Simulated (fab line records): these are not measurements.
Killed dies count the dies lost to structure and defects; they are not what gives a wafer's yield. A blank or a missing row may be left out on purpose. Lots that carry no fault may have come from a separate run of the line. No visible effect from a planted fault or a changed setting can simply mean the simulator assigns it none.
Chamber matching :: flow n5Finfet :: N5_BEOL_M9_ETCH_65 on rieDiel-03 has 4 sister chambers
The step etches SiARC in CF4, target depth 15.6 nm, time 26 s. 16 wafers are shown with their chamber, then 8 later ones without.

== WAFERS WITH THEIR CHAMBER ==
wafer: L078.3
chamber: 3
drypumpMotorCurrentA (A): 4.7
showerheadPlenumPTorr (Torr): 2.08
throttleValvePct (%): 15.74

wafer: L078.5
chamber: 2
drypumpMotorCurrentA (A): 5.4
showerheadPlenumPTorr (Torr): 2.24
throttleValvePct (%): 15.84

wafer: L078.6
chamber: 3
drypumpMotorCurrentA (A): 4.7
showerheadPlenumPTorr (Torr): 2.08
throttleValvePct (%): 15.74

wafer: L079.2
chamber: 1
drypumpMotorCurrentA (A): 5.9
showerheadPlenumPTorr (Torr): 2.17
throttleValvePct (%): 15.51

wafer: L079.4
chamber: 3
drypumpMotorCurrentA (A): 4.7
showerheadPlenumPTorr (Torr): 2.08
throttleValvePct (%): 15.76

wafer: L079.5
chamber: 1
drypumpMotorCurrentA (A): 5.9
showerheadPlenumPTorr (Torr): 2.17
throttleValvePct (%): 15.51

wafer: L080.3
chamber: 0
drypumpMotorCurrentA (A): 5.2
showerheadPlenumPTorr (Torr): 2.28
throttleValvePct (%): 15.47

wafer: L080.5
chamber: 0
drypumpMotorCurrentA (A): 5.2
showerheadPlenumPTorr (Torr): 2.28
throttleValvePct (%): 15.48

wafer: L080.6
chamber: 3
drypumpMotorCurrentA (A): 4.7
showerheadPlenumPTorr (Torr): 2.08
throttleValvePct (%): 15.76

wafer: L081.1
chamber: 3
drypumpMotorCurrentA (A): 4.8
showerheadPlenumPTorr (Torr): 2.07
throttleValvePct (%): 15.78

wafer: L081.3
chamber: 1
drypumpMotorCurrentA (A): 5.9
showerheadPlenumPTorr (Torr): 2.17
throttleValvePct (%): 15.51

wafer: L081.5
chamber: 2
drypumpMotorCurrentA (A): 5.4
showerheadPlenumPTorr (Torr): 2.24
throttleValvePct (%): 15.86

wafer: L082.1
chamber: 0
drypumpMotorCurrentA (A): 5.2
showerheadPlenumPTorr (Torr): 2.28
throttleValvePct (%): 15.48

wafer: L082.4
chamber: 3
drypumpMotorCurrentA (A): 4.7
showerheadPlenumPTorr (Torr): 2.07
throttleValvePct (%): 15.78

wafer: L082.5
chamber: 2
drypumpMotorCurrentA (A): 5.4
showerheadPlenumPTorr (Torr): 2.24
throttleValvePct (%): 15.87

wafer: L092.2
chamber: 1
drypumpMotorCurrentA (A): 5.9
showerheadPlenumPTorr (Torr): 2.16
throttleValvePct (%): 15.54

SIGNATURES, as means of the wafers listed above
reading: drypumpMotorCurrentA
chamber 0: 5.200
chamber 1: 5.900
chamber 2: 5.400
chamber 3: 4.717
scatter within a chamber: 0.0264

reading: showerheadPlenumPTorr
chamber 0: 2.2800
chamber 1: 2.1675
chamber 2: 2.2400
chamber 3: 2.0767
scatter within a chamber: 0.00417

reading: throttleValvePct
chamber 0: 15.4767
chamber 1: 15.5175
chamber 2: 15.8567
chamber 3: 15.7600
scatter within a chamber: 0.0153
Rule: for each reading, subtract the chamber's mean from the wafer's reading, divide by that reading's scatter and square the result; add these up over the readings and take the root, which gives the wafer's distance from the chamber. The wafer belongs to the nearest chamber; if the next one is less than 2 further off, it can't be placed. The scatter is the square root of a quotient: the sum, over the shown wafers, of each reading's squared deviation from its chamber's mean, divided by wafers minus chambers.

== WAFERS WITH NO CHAMBER GIVEN ==
wafer: L092.3
drypumpMotorCurrentA (A): 5.4
showerheadPlenumPTorr (Torr): 2.23
throttleValvePct (%): 15.91

wafer: L092.5
drypumpMotorCurrentA (A): 5.2
showerheadPlenumPTorr (Torr): 2.28
throttleValvePct (%): 15.52

wafer: L095.3
drypumpMotorCurrentA (A): 5.9
showerheadPlenumPTorr (Torr): 2.16
throttleValvePct (%): 15.57

wafer: L095.4
drypumpMotorCurrentA (A): 5.4
showerheadPlenumPTorr (Torr): 2.23
throttleValvePct (%): 15.88

wafer: L095.5
drypumpMotorCurrentA (A): 5.4
showerheadPlenumPTorr (Torr): 2.23
throttleValvePct (%): 15.93

wafer: L096.3
drypumpMotorCurrentA (A): 4.8
showerheadPlenumPTorr (Torr): 2.07
throttleValvePct (%): 15.83

wafer: L096.4
drypumpMotorCurrentA (A): 5.4
showerheadPlenumPTorr (Torr): 2.23
throttleValvePct (%): 15.93

wafer: L096.5
drypumpMotorCurrentA (A): 5.2
showerheadPlenumPTorr (Torr): 2.27
throttleValvePct (%): 15.56

== WHICH CHAMBER EACH WENT THROUGH ==
wafer: L092.3
from the rows above: 2
in truth: 2

wafer: L092.5
from the rows above: 0
in truth: 0

wafer: L095.3
from the rows above: 1
in truth: 1

wafer: L095.4
from the rows above: 2
in truth: 2

wafer: L095.5
from the rows above: 2
in truth: 2

wafer: L096.3
from the rows above: 3
in truth: 3

wafer: L096.4
from the rows above: 2
in truth: 2

wafer: L096.5
from the rows above: 0
in truth: 0
Correctly placed: 8 of 8. From these rows, 0 cannot be placed. Wrongly placed: 0.
